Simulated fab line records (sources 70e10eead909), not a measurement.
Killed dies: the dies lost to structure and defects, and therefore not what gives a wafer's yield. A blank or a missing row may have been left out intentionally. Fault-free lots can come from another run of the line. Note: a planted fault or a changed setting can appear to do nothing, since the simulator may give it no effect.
fab line records	flow nandHarc
record: lots: 14	wafers: 42	lastDay: 25
route steps=1159 shown P_GATE@150 P_CONTACT@229
lots untouched by any fault: they come from a run of this same line in which no faults occurred
startH: hours from the record's first day to the start of the lot's first wafer shown	waitH: hours from the lot's prior step to this one	" identical to the entry in the row above	L1.1+2: a single row standing in for several wafers	- no value present, or no start provided	* or withheld: withheld	< > ~ a bound
route shown NAME@n: names a module that has steps shown in the file, with the first one's number in the route	usual: average and standard deviation across the fault-free wafers	same: alike in all rows	chamber/n: place in a boat	sites: the reading at each site	_std_site: how widely they spread, as a standard deviation	_edge_site: outer sites' mean less inner sites'	radiusMm: how far each site lies from the wafer's centre	mask NAME#n: copy n	behind: the last tool/chamber to shape the wafer	hold: the reason the lot was held/the length of the hold in hours/how it ended	device: names the non-switching transistor (n, p or np)	end of line: the route-end tests of the same wafers	a step without rows: its recipe alone	killed: count of dies lost to structure and defects at first sort (not the wafer's yield)	map: a wafer's dies, marking killed ones x, the rest . and places with no die _
set.NAME: the run value of the setting; set.NAME@STEP: its run value at that earlier step	model.NAME: the simulator's own value behind a step, which no gauge read
a sample of lots followed through the steps of the route, with each step as a table and each wafer as a row
services: from which hour (startH, from the record's first day; less than 0 if before it) a tool's chamber was out of use, for how many hours, and why
== steps ==
step: NHARC_P_GATE_STRIP_108
recipe: o2FlowSccm: 500	arFlowSccm: 0	biasW: 0	chemistry: O2
usual: drypumpMotorCurrentA: 5.7/0.38	oesProductAu: 0.997/0.0087	rfVppV: 57.7/0.96	showerheadPlenumPTorr: 3.48/0.17	throttleValvePct: 17.035/0.0098
lot.wafer	tool	chamber	startH	waitH	drypumpMotorCurrentA	oesProductAu	rfHoursCounterH	rfVppV	showerheadPlenumPTorr	throttleValvePct
L238.3	rieDiel-03	1	91.73	-	6.4	0.992	3	57.3	3.33	17.033
L238.1	"	3	"	"	5.3	1.007	10	57.7	3.30	17.036
L238.2	"	0	"	"	5.5	0.998	9	57.2	3.56	17.031
L237.3	rieDiel-13	2	92.30	-	5.3	0.993	58	57.7	3.68	17.050
L237.2	"	0	"	"	5.6	0.979	63	57.3	3.56	17.042
L237.1	"	1	"	"	5.8	0.989	59	56.3	3.34	17.036
L240.1	rieDiel-03	3	104.47	-	5.3	1.001	12	57.1	3.30	17.052
L240.3	"	0	"	"	5.5	1.007	12	58.3	3.56	17.048
L240.6	"	0	"	"	5.6	0.993	-	57.0	3.56	17.029
L239.1	rieDiel-03	0	104.91	-	5.6	1.009	12	56.9	3.56	17.033
L239.6	"	1	"	"	6.4	0.981	-	57.3	3.33	17.019
L239.4	"	3	"	"	5.3	0.995	-	57.1	3.30	17.037
L241.1	rieDiel-05	0	115.43	-	6.3	0.992	42	58.5	3.57	17.039
L241.3	"	3	"	"	5.3	1.000	42	57.6	3.64	17.042
L241.6	"	0	"	"	6.3	0.997	-	58.4	3.57	17.027
L245.3	rieDiel-03	0	133.66	-	5.6	1.003	16	58.0	3.56	17.031
L245.1	"	2	"	"	5.7	1.009	14	58.9	3.75	17.048
L245.5	"	1	"	"	6.4	0.996	-	57.2	3.33	17.034
L244.3	rieDiel-13	1	134.22	-	5.8	0.989	6	56.6	3.33	17.030
L244.2	"	2	"	"	5.3	0.991	8	59.1	3.67	17.034
L244.4	"	3	"	"	6.1	0.980	8	56.8	3.32	17.030
L247.3	rieDiel-03	1	153.60	-	6.4	1.002	14	57.5	3.33	17.032
L247.4	"	2	"	"	5.7	1.011	19	58.1	3.75	17.032
L247.2	"	0	"	"	5.5	1.006	20	59.3	3.55	17.022
L248.3	rieDiel-03	3	165.88	-	5.3	1.020	25	57.1	3.29	17.033
L248.4	"	0	"	"	5.6	0.997	23	58.4	3.55	17.033
L248.1	"	1	"	"	6.4	1.006	18	56.7	3.32	17.041
L252.3	rieDiel-03	2	168.96	-	5.8	1.001	23	58.9	3.75	17.051
L252.5	"	2	"	"	5.7	1.006	-	60.3	3.75	17.047
L252.6	"	3	"	"	5.3	1.005	-	58.1	3.29	17.029
L257.2	rieDiel-05	3	205.13	-	5.4	0.990	11	57.3	3.62	17.051
L257.3	"	0	"	"	6.3	1.002	13	57.4	3.56	17.050
L257.5	"	3	"	"	5.3	0.995	-	57.7	3.62	17.017
L256.2	rieDiel-05	1	205.42	-	5.6	0.990	13	58.4	3.40	17.050
L256.3	"	2	"	"	5.7	1.002	11	58.3	3.62	17.033
L256.6	"	1	"	"	5.6	0.993	-	56.6	3.40	17.030
L259.4	rieDiel-13	1	216.77	-	5.8	0.979	36	57.5	3.32	17.047
L259.6	"	3	"	"	6.1	0.995	-	56.5	3.30	17.039
L259.5	"	0	"	"	5.6	0.991	-	57.8	3.54	17.014
L260.2	rieDiel-03	3	228.80	-	5.3	1.020	0	57.8	3.28	17.032
L260.1	"	1	"	"	6.3	1.009	1	57.5	3.32	17.037
L260.5	"	3	"	"	5.3	1.007	-	56.8	3.28	17.031
step: NHARC_P_CONTACT_EXPOSE_09
recipe: na: 1.35	targetCdNm: 90	doseMj: 81.26	maskId: P_CA
usual: exposureDoseMJCm2: 81.23/0.068	focusOffsetNm: -0.1/0.51	stageVelMmS: 500.01/0.22
lot.wafer	tool	chamber	startH	waitH	mask	exposureDoseMJCm2	focusOffsetNm	stageVelMmS
L238.1	arfiScanner-03	0	111.57	-	P_CA#0	81.30	0.4	500.27
L238.2	"	0	"	"	P_CA#0	81.20	-0.5	500.24
L238.3	"	0	"	"	P_CA#0	81.27	-0.5	499.56
L237.1	arfiScanner-01	0	112.43	-	P_CA#0	81.30	0.1	500.00
L237.2	"	0	"	"	P_CA#0	81.22	-0.1	499.91
L237.3	"	0	"	"	P_CA#0	81.25	0.0	499.87
L240.1	arfiScanner-01	0	123.86	-	P_CA#0	81.16	-0.6	500.39
L240.3	"	0	"	"	P_CA#0	81.29	0.2	500.12
L240.6	"	0	"	"	P_CA#0	81.20	-0.4	499.78
L239.1	arfiScanner-03	0	124.52	-	P_CA#0	81.25	0.8	500.20
L239.4	"	0	"	"	P_CA#0	81.20	0.9	499.67
L239.6	"	0	"	"	P_CA#0	81.22	1.1	499.97
L241.1	arfiScanner-01	0	134.63	-	P_CA#0	81.10	-0.5	500.25
L241.3	"	0	"	"	P_CA#0	81.14	0.3	499.96
L241.6	"	0	"	"	P_CA#0	81.23	-0.1	499.83
L245.1	arfiScanner-01	0	153.78	-	P_CA#0	81.18	-0.4	499.82
L245.3	"	0	"	"	P_CA#0	81.17	-0.8	500.10
L245.5	"	0	"	"	P_CA#0	81.28	-0.3	500.16
L244.2	arfiScanner-03	0	154.07	-	P_CA#0	81.16	-0.4	500.52
L244.3	"	0	"	"	P_CA#0	81.24	-0.3	499.94
L244.4	"	0	"	"	P_CA#0	81.32	-0.4	499.96
L247.2	arfiScanner-01	0	173.18	-	P_CA#0	81.36	-0.4	500.01
L247.3	"	0	"	"	P_CA#0	81.22	0.1	500.11
L247.4	"	0	"	"	P_CA#0	81.23	0.0	500.09
L248.1	arfiScanner-03	0	185.46	-	P_CA#0	81.13	0.0	499.91
L248.3	"	0	"	"	P_CA#0	81.13	-0.1	499.93
L248.4	"	0	"	"	P_CA#0	81.08	-0.2	500.44
L252.3	arfiScanner-02	0	189.17	-	P_CA#0	81.27	-0.1	499.84
L252.5	"	0	"	"	P_CA#0	81.17	-1.5	500.13
L252.6	"	0	"	"	P_CA#0	81.24	0.4	500.43
L256.2	arfiScanner-01	-	224.76	-	P_CA#0	-	-	-
L256.3	"	-	"	"	P_CA#0	-	-	-
L256.6	"	-	"	"	P_CA#0	-	-	-
L257.2	arfiScanner-01	-	226.51	-	P_CA#0	-	-	-
L257.3	"	-	"	"	P_CA#0	-	-	-
L257.5	"	-	"	"	P_CA#0	-	-	-
L259.4	arfiScanner-03	0	236.17	-	P_CA#0	81.15	0.6	500.02
L259.5	"	0	"	"	P_CA#0	81.03	0.7	499.54
L259.6	"	0	"	"	P_CA#0	81.17	0.4	499.75
L260.1	arfiScanner-03	0	249.02	-	P_CA#0	81.21	-0.2	500.00
L260.2	"	0	"	"	P_CA#0	81.20	-1.0	499.80
L260.5	"	0	"	"	P_CA#0	81.32	-0.5	499.62
step: NHARC_P_CONTACT_ETCH_31
recipe: targetDepthA: 300	timeS: 85.7	ionEnergyEv: 120	overEtchFrac: 1	ch3fFlowSccm: 50	o2FlowSccm: 30	arFlowSccm: 200	rfW: 500	biasW: 100	chemistry: CH3F/O2
usual: drypumpMotorCurrentA: 5.7/0.41	oesProductAu: 0.980/0.011	rfVppV: 244.1/1.5	showerheadPlenumPTorr: 2.44/0.089	throttleValvePct: 20.661/0.0089
lot.wafer	tool	chamber	startH	waitH	drypumpMotorCurrentA	oesProductAu	rfHoursCounterH	rfVppV	showerheadPlenumPTorr	throttleValvePct
L238.2	rieDiel-10	1	-	-	5.1	0.991	10	242.7	2.34	20.659
L238.3	"	2	"	"	5.2	0.967	10	245.7	2.52	20.655
L238.1	"	3	"	"	5.8	0.967	10	243.7	2.33	20.659
L237.3	rieDiel-11	1	-	-	6.3	0.985	11	242.5	2.37	20.652
L237.2	"	2	"	"	6.0	0.984	11	245.2	2.54	20.676
L237.1	"	0	"	"	5.4	0.983	11	247.7	2.57	20.664
L240.3	rieDiel-02	0	-	-	5.6	0.972	54	246.1	2.54	20.663
L240.1	"	2	"	"	5.0	0.983	55	242.3	2.29	20.675
L240.6	"	1	"	"	6.1	0.972	-	246.5	2.50	20.666
L239.1	rieDiel-11	0	-	-	5.4	0.977	12	245.5	2.57	20.664
L239.4	"	2	"	"	6.1	0.992	12	245.7	2.54	20.667
L239.6	"	0	"	"	5.4	0.987	-	246.9	2.57	20.663
L241.1	rieDiel-10	3	-	-	5.8	0.996	12	242.8	2.32	20.663
L241.3	"	0	"	"	5.8	0.984	11	244.5	2.46	20.658
L241.6	"	1	"	"	5.1	0.976	-	241.2	2.34	20.663
L245.3	rieDiel-11	1	-	-	6.3	0.985	15	243.1	2.37	20.659
L245.1	"	3	"	"	5.9	0.989	12	244.5	2.38	20.657
L245.5	"	2	"	"	6.1	0.981	-	246.1	2.54	20.673
L244.2	rieDiel-10	3	-	-	5.7	0.957	13	242.6	2.32	20.667
L244.3	"	1	"	"	5.1	0.959	13	242.8	2.34	20.666
L244.4	"	2	"	"	5.2	0.955	13	245.3	2.52	20.661
L247.2	rieDiel-10	0	-	-	5.8	0.996	14	243.4	2.46	20.667
L247.3	"	1	"	"	5.1	0.969	14	243.5	2.34	20.661
L247.4	"	3	"	"	5.7	0.999	15	241.8	2.32	20.652
L248.4	rieDiel-10	0	-	-	5.7	0.987	0	244.4	2.46	20.664
L248.1	"	1	"	"	5.1	0.994	0	244.0	2.34	20.668
L248.3	"	3	"	"	5.7	0.984	0	241.9	2.32	20.658
L252.3	rieDiel-10	0	-	-	5.8	0.980	1	245.5	2.46	20.637
L252.6	"	3	"	"	5.7	0.978	-	242.2	2.32	20.651
L252.5	"	0	"	"	5.7	0.978	-	245.6	2.46	20.661
L256.3	rieDiel-11	3	-	-	5.9	0.950	2	241.8	2.38	20.666
L256.2	"	1	"	"	6.3	0.952	3	244.1	2.36	20.660
L256.6	"	3	"	"	5.9	0.953	-	242.0	2.38	20.645
L257.2	rieDiel-11	0	-	-	5.4	0.963	3	245.2	2.57	20.669
L257.3	"	2	"	"	6.2	0.984	3	245.3	2.53	20.676
L257.5	"	0	"	"	5.4	0.957	-	246.5	2.57	20.660
L259.4	rieDiel-11	3	-	-	5.9	0.980	4	243.8	2.38	20.658
L259.5	"	2	"	"	6.1	0.984	-	243.2	2.53	20.651
L259.6	"	3	"	"	6.0	0.975	-	242.7	2.38	20.678
L260.2	rieDiel-10	2	-	-	5.2	0.978	7	244.1	2.52	20.656
L260.1	"	3	"	"	5.7	1.001	6	242.8	2.32	20.670
L260.5	"	1	"	"	5.1	0.994	-	243.8	2.34	20.663
step: NHARC_P_CONTACT_CMP_24
recipe: tOverpolishS: 30	targetThkNm: 200
usual: motorCurrentA: 11.9/1.3	overpolishRunS: 30.000/0.0099	timeToEndpointS: 40.5/2.6
lot.wafer	tool	chamber	startH	waitH	motorCurrentA	overpolishRunS	timeToEndpointS
L238.3	cmp-02	0	123.16	0.3	11.9	30.004	43.2
L238.1	"	2	"	"	11.7	30.004	43.3
L238.2	"	3	"	"	10.2	29.990	41.2
L237.2	cmp-04	0	123.69	0.5	12.7	29.990	35.7
L237.1	"	1	"	"	11.4	30.010	38.0
L237.3	"	2	"	"	12.3	29.978	36.1
L240.1	cmp-02	2	127.06	0.6	11.4	29.999	41.4
L240.3	"	1	"	"	11.1	30.019	43.0
L240.6	"	3	"	"	10.1	30.005	40.5
L239.1	cmp-04	3	131.81	0.6	14.5	29.995	36.5
L239.4	"	0	"	"	13.7	29.999	37.0
L239.6	"	1	"	"	11.2	30.012	37.6
L241.3	cmp-02	2	137.85	0.3	11.1	29.991	42.6
L241.1	"	3	"	"	9.2	30.006	38.2
L241.6	"	1	"	"	11.0	30.008	43.4
L245.1	cmp-04	2	160.05	0.5	12.2	29.999	40.0
L245.3	"	0	"	"	13.2	29.994	39.6
L245.5	"	3	"	"	14.3	30.004	38.6
L244.3	cmp-03	0	160.59	0.3	8.7	29.988	44.2
L244.2	"	1	"	"	12.1	29.986	40.6
L244.4	"	2	"	"	12.4	30.002	38.5
L247.3	cmp-03	1	177.83	0.4	11.7	29.989	39.0
L247.4	"	2	"	"	11.8	29.996	37.7
L247.2	"	3	"	"	12.4	29.993	41.9
L248.1	cmp-02	0	189.99	0.5	12.1	29.989	38.1
L248.3	"	1	"	"	11.4	29.986	40.5
L248.4	"	2	"	"	11.8	29.985	40.9
L252.3	cmp-04	3	192.29	0.4	14.5	29.991	38.3
L252.6	"	1	"	"	11.1	29.995	42.6
L252.5	"	2	"	"	11.6	29.999	42.1
L256.3	cmp-04	3	227.80	0.3	14.4	29.996	37.8
L256.2	"	1	"	"	11.1	29.995	41.2
L256.6	"	3	"	"	14.3	29.989	37.2
L257.2	cmp-04	3	229.54	0.5	13.5	30.008	36.1
L257.3	"	0	"	"	13.0	30.006	41.0
L257.5	"	3	"	"	14.4	29.992	38.1
L259.4	cmp-04	2	243.62	0.4	12.5	30.000	40.6
L259.6	"	3	"	"	13.8	30.012	38.9
L259.5	"	0	"	"	13.2	30.001	41.9
L260.1	cmp-04	2	252.06	0.6	12.2	30.004	41.3
L260.2	"	3	"	"	14.2	29.988	37.7
L260.5	"	1	"	"	11.0	30.000	43.6
== services ==
tool	chamber	startH	hours	kind
rieDiel-11	-	85.94	0.2	repair
rieDiel-13	-	99.17	9.0	pm
cmp-04	-	105.00	4.0	pm
rieDiel-10	0	112.68	4.6	repair
rieDiel-13	1	113.80	4.9	repair
arfiScanner-03	-	120.80	0.9	repair
cmp-02	-	128.60	4.0	pm
rieDiel-03	2	130.39	2.0	repair
cmp-04	-	139.01	0.9	repair
arfiScanner-03	-	140.00	4.0	pm
cmp-04	-	155.65	2.5	repair
rieDiel-10	-	176.50	9.0	pm
rieDiel-11	-	189.55	9.0	pm
rieDiel-10	3	195.26	3.1	repair
arfiScanner-01	-	196.00	4.0	pm
arfiScanner-03	-	201.08	2.6	repair
cmp-04	-	203.00	4.0	pm
arfiScanner-01	-	211.15	0.7	repair
rieDiel-03	-	215.30	9.0	pm
cmp-02	-	221.89	0.2	repair
cmp-02	-	226.60	4.0	pm
arfiScanner-03	-	237.11	0.8	repair
cmp-02	-	238.38	2.3	repair
arfiScanner-01	-	242.55	1.0	repair
== key ==
firstSign: step: NHARC_P_CONTACT_EXPOSE_09	reading: toolRecord	direction: missing
effect none on later readings
metAt NHARC_P_CONTACT_EXPOSE_09
struckLots L256,L257
laterRowsLeftOut L256.2,L256.3,L256.6,L257.2,L257.3,L257.5
sortLeftOut L256.2,L256.3,L256.6,L257.2,L257.3,L257.5
testerLeftOut L256,L257
notActingAt NHARC_P_GATE_STRIP_108,NHARC_P_CONTACT_ETCH_31,NHARC_P_CONTACT_CMP_24
onsetBetween 173.18 224.76
fault: kind: skippedStepWhole	tool: arfiScanner-01	chamber: -	onsetH: 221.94	steps: NHARC_P_CONTACT_EXPOSE_09	scope: struckLotsOnly
testerLeftOut: of these lots the tester's yield and bins aren't shown, on N5 and GAA mostly nor the transistor test; their killed dies are dies lost to structure and defects alone, not to doping, threshold or leakage, so they don't give the yield
sortLeftOut: the simulated sort isn't trusted on such a fault, so these wafers' sort isn't shown, and their yield isn't known
laterRowsLeftOut: the simulator's readings of these wafers behind a module that went badly wrong aren't trusted and aren't shown, but for the sort
